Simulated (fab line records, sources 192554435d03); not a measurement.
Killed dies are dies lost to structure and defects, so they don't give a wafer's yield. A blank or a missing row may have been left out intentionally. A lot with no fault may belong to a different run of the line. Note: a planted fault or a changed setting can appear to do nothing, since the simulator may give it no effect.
Comparing a struck lot with a sound one -- flow n5_finfet -- 16 steps out of a route of 1938
Sound: wafers L184.1, L184.2, L184.5. Wafers struck: L188.4, L188.5, L188.6. The cause is given at the end.
Order at every step that has rows: each side's tool, ch and its chambers, its first start. Under that, the readings that differ: sound wafers -- struck wafers -- difference of the means -- sigmas: that difference in standard deviations of wafers without a fault.
alike: same words and numbers on both sides, and readings whose means sit less than 2 such deviations apart. not compared: any withheld reading, any reading some wafer has no value for, any bound like >300 that may hide the same value, and any number with overlapping values for which the record gives no deviation.
Wherever a step has rows on one side only, a row that says differs or no value, or a row with sigmas, the two part there. Non-overlapping numbers with no deviation appear without sigmas and do not part them. Lack of a reading on every wafer of one side parts them only where that side has two or more wafers.

first, 8 steps without rows for these wafers: N5_MOL_CONTACT_COAG_COAT_76 (time 60 s, resist thk 10 nm); N5_MOL_CONTACT_COAG_COAT_77 (time 60 s, resist thk 10 nm); N5_MOL_CONTACT_COAG_COAT_78 (resist thk 40 nm); N5_MOL_CONTACT_COAG_EBR_80; N5_MOL_CONTACT_COAG_SOFTBAKE_79 (time 60 s); N5_MOL_CONTACT_COAG_EXPOSE_81 (exposes mask VG, defocus 0 nm); N5_MOL_CONTACT_COAG_PEB_82 (peb time 60 s); N5_MOL_CONTACT_COAG_DEVELOP_83 (develop time 30 s).
N5_MOL_CONTACT_COAG_CD_MEAS_84: target cd 25.1 nm.
  sound on cd_sem-03 ch 0, day 6 10:43; struck on cd_sem-02 ch 0, day 7 06:48
  alike: cd_nm
N5_MOL_CONTACT_COAG_OVL_MEAS_85:
  sound on overlay-01 ch 0, day 6 10:44; struck on overlay-01 ch 0, day 7 06:50
  alike: VG_OVL
N5_MOL_CONTACT_COAG_INSPECT_57: inspects for defects (brightfield).
  struck on defect_inspect-01, day 7 06:53; sound on defect_inspect-02, day 6 10:48
  alike: raw_defect_count
N5_MOL_CONTACT_COAG_DESCUM_88: chemistry O2, time 7 s.
  sound on rie_diel-05 ch 0,1,2, day 6 10:51; struck on rie_diel-05 ch 0,3, day 7 07:07
  alike: drypump_motor_current_A, oes_product_au, rf_vpp_V, showerhead_plenum_p_Torr, throttle_valve_pct
  not compared: rf_hours_counter_h
N5_MOL_CONTACT_COAG_ETCH_89: etches underlayer in N2/H2, target depth 13 nm, time 10.4 s.
  sound on rie_diel-05 ch 0,1,2, day 6 10:53; struck on rie_diel-05 ch 0,3, day 7 07:09
reading,sound,struck,difference,sigmas
etch_rf_on_time_s (s),10.33 9.87 10.04,6.76 6.86 6.77,-3.28,-19
oes_product_au (a.u.),0.76 0.77 0.85,0.99 0.97 1.00,+0.19,+3
  alike: drypump_motor_current_A, rf_vpp_V, showerhead_plenum_p_Torr, throttle_valve_pct
  not compared: rf_hours_counter_h
N5_MOL_CONTACT_COAG_ETCH_90: etches SiARC in CF4, target depth 13 nm, time 21.7 s.
  sound on rie_diel-05 ch 0,1,2, day 6 10:55; struck on rie_diel-05 ch 0,3, day 7 07:10
  alike: drypump_motor_current_A, etch_rf_on_time_s, oes_product_au, rf_vpp_V, showerhead_plenum_p_Torr, throttle_valve_pct
  not compared: rf_hours_counter_h
-- here the record skips 3 days between the struck wafers' starts before and after, leaving off in module MOL_CONTACT_COAG and picking up in module BEOL_M4 (first step shown: number 1111 of the route) --
N5_BEOL_M4_RC_MEAS_101:
  sound on prober-02 ch 0, day 9 02:08; struck on prober-02 ch 0, day 10 03:43
  alike: DIBL_N, DIBL_P, IOFF_N, IOFF_P, ION_N, ION_P, SS_N, SS_P, VT_N, VT_P
N5_PASSIVATION_PROBE_49:
  sound wafers here have rows in the record (prober-01, day 13 16:14); struck ones have none

== WHERE THEY PART ==
Last at N5_PASSIVATION_PROBE_49 as far as this record goes, first at N5_MOL_CONTACT_COAG_ETCH_89.

WHY: what had been put in by the simulator
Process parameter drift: rie_diel-05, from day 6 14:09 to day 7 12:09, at N5_MOL_CONTACT_COAG_ETCH_89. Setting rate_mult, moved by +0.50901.
